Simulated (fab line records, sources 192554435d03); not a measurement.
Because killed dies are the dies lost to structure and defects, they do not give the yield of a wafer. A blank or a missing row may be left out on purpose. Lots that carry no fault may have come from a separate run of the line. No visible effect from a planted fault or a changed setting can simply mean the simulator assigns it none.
Struck lot and sound lot, side by side -- flow n5-finfet -- 15 out of 1938 route steps
Sound: these wafers, L866.1, L866.2. Wafers L876.2, L876.4, L876.5 were the ones struck. The cause comes at the end.
Each step with rows lists, per side, the tool, then ch with its chambers, then its first start. Under that, the readings that differ: sound wafers -- struck wafers -- difference of the means -- sigmas: that difference in standard deviations of wafers without a fault.
alike: same words and numbers on both sides, and readings whose means sit less than 2 such deviations apart. not compared: any withheld reading, any reading some wafer has no value for, any bound like >300 that may hide the same value, and any number with overlapping values for which the record gives no deviation.
A row with sigmas, a row that says differs or no value, or rows on one side alone: a step with any of these is where the two part. Non-overlapping numbers with no deviation appear without sigmas and do not part them. A reading missing from all wafers of one side parts the sides only when that side holds two or more wafers.

first, 6 steps without rows for these wafers: N5_MIM_TOP_LITHO_EBR_04; N5_MIM_TOP_LITHO_SOFTBAKE_03 (time 90 s); N5_MIM_TOP_LITHO_EXPOSE_05 (exposes mask MIM TOP, target cd 2000 nm); N5_MIM_TOP_LITHO_PEB_06; N5_MIM_TOP_LITHO_DEVELOP_07 (develop time 60 s); N5_MIM_TOP_LITHO_HARDBAKE_09 (time 120 s).
N5_MIM_TOP_LITHO_CD_MEAS_08: target cd 2000 nm.
  sound on cd-sem-03 ch 0, day 17 23:40; struck on cd-sem-02 ch 0, day 21 09:59
  alike: cd-nm
N5_MIM_TOP_LITHO_OVL_MEAS_11:
  sound on overlay-02 ch 0, day 17 23:42; struck on overlay-01 ch 0, day 21 10:01
  alike: MIM_TOP_OVL
N5_MIM_TOP_LITHO_INSPECT_12: inspects for defects (macro).
  sound on defect-inspect-02, day 17 23:43; struck on defect-inspect-01, day 21 10:02
  alike: raw-defect-count
N5_MIM_TOP_LITHO_DESCUM_10: chemistry O2, time 7.9 s.
  sound on rie-diel-04 ch 0,1, day 17 23:58; struck on rie-diel-05 ch 0,1,2, day 21 10:10
  alike: drypump-motor-current-A, oes-product-au, rf-vpp-V, showerhead-plenum-p-Torr, throttle-valve-pct
  not compared: rf-hours-counter-h
N5_MIM_TOP_ETCH_ETCH_00: etches TiN in Cl2/BCl3, target depth 38.5 nm.
  sound on rie-metal-01 ch 0,1, day 18 00:04; struck on rie-metal-03 ch 0, day 21 10:16
  alike: bcl3-flow-sccm, drypump-motor-current-A, oes-product-au, throttle-valve-pct
  not compared: rf-hours-counter-h
N5_MIM_TOP_ETCH_STRIP_01: strips in O2.
  sound on rie-diel-03 ch 1,2, day 18 00:13; struck on rie-diel-06 ch 1,3, day 21 10:24
reading,sound,struck,difference,sigmas
throttle-valve-pct (%),16.0 16.3,16.8 17.3 16.8,+0.8,+2
  alike: drypump-motor-current-A, oes-product-au, rf-vpp-V, showerhead-plenum-p-Torr
  not compared: rf-hours-counter-h
N5_MIM_TOP_ETCH_PECVD_03: deposits SiNx from SiH4/NH3/N2, target thk 20 nm, time 17.6 s.
  sound on pecvd-04 ch 0,1, day 18 00:16; struck on pecvd-03 ch 0,1,2, day 21 10:28
  no value came back on the struck wafers for any of 5 readings (chamber-pressure-Torr (Torr), heater-power-outer-w (W) and others); on the sound wafers chamber-pressure-Torr (Torr) reads 1.501 1.503
then, 1 step without rows for these wafers: N5_MIM_BOT_LITHO_HMDS_01 (time 60 s).
N5_PASSIVATION_PROBE_49:
  sound on prober-01, day 18 12:31; struck on prober-01, day 21 20:32
  alike: defect-limited-yield, killed_at_M0_to_M3, killed_at_M4_up, killed-at-contacts, killed-at-front-end, killed-at-other, killed-dies, killed-open, killed-short, sort_bin_5_function, sort_bin_6_memory, sort-n-pass, sort-yield-pct

== WHERE THEY PART ==
Earliest at N5_MIM_TOP_ETCH_STRIP_01; latest, in this record, at N5_MIM_TOP_ETCH_PECVD_03. Later steps at which nothing parts them and some readings are alike: N5_PASSIVATION_PROBE_49.

WHY: the cause the simulator had injected
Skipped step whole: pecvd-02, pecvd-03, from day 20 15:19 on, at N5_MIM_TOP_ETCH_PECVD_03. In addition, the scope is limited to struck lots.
